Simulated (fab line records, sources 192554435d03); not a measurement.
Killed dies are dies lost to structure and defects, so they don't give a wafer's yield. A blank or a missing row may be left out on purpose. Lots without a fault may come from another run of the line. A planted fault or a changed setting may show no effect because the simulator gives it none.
Chamber matching | flow n5_finfet | N5_BEOL_M8_PECVD_70 on pecvd-04: 3 sister chambers
The step deposits SiO2 from TEOS/O2, target thk 20 nm, time 22.7 s. 6 wafers are shown with their chamber, then 7 later ones without.

WAFERS WITH THEIR CHAMBER
wafer  | chamber | throttle_valve_pct (%) | showerhead_plenum_p_Torr (Torr)
L085.4 | 2       | 20.5                   | 8.81
L085.5 | 0       | 23.8                   | 8.82
L088.1 | 0       | 24.0                   | 8.83
L088.4 | 2       | 20.9                   | 8.81
L090.3 | 1       | 24.0                   | 8.74
L090.4 | 1       | 23.6                   | 8.77

WAFERS WITHOUT THEIR CHAMBER
wafer  | throttle_valve_pct (%) | showerhead_plenum_p_Torr (Torr)
L090.6 | 21.0                   | 8.78
L094.1 | 21.1                   | 8.79
L094.4 | 23.9                   | 8.75
L094.6 | 24.0                   | 8.81
L096.3 | 23.9                   | 8.82
L096.4 | 23.7                   | 8.78
L096.6 | 20.8                   | 8.80

WHICH CHAMBER EACH WENT THROUGH
wafer  | from the rows above     | in truth
L090.6 | 2                       | 2
L094.1 | 2                       | 2
L094.4 | 1                       | 1
L094.6 | 0                       | 0
L096.3 | 0                       | 0
L096.4 | can't be placed: 1 or 0 | 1
L096.6 | 2                       | 2
Placed correctly: 6 of 7. Can't be placed from these rows: 1 (the true chamber is among the candidates in 1). Placed wrongly: 0.
How it was worked out, from the rows above alone: a wafer's distance from a chamber is the root of the sum, over the readings, of the square of ((its reading less the chamber's mean) divided by the reading's scatter). The wafer belongs to the nearest chamber; if the next one is less than 2 further off, it can't be placed. A chamber's mean is the mean of its shown wafers. The scatter: the root of (the sum of the squares of (reading less its chamber's mean) over the shown wafers, divided by (wafers less chambers)).
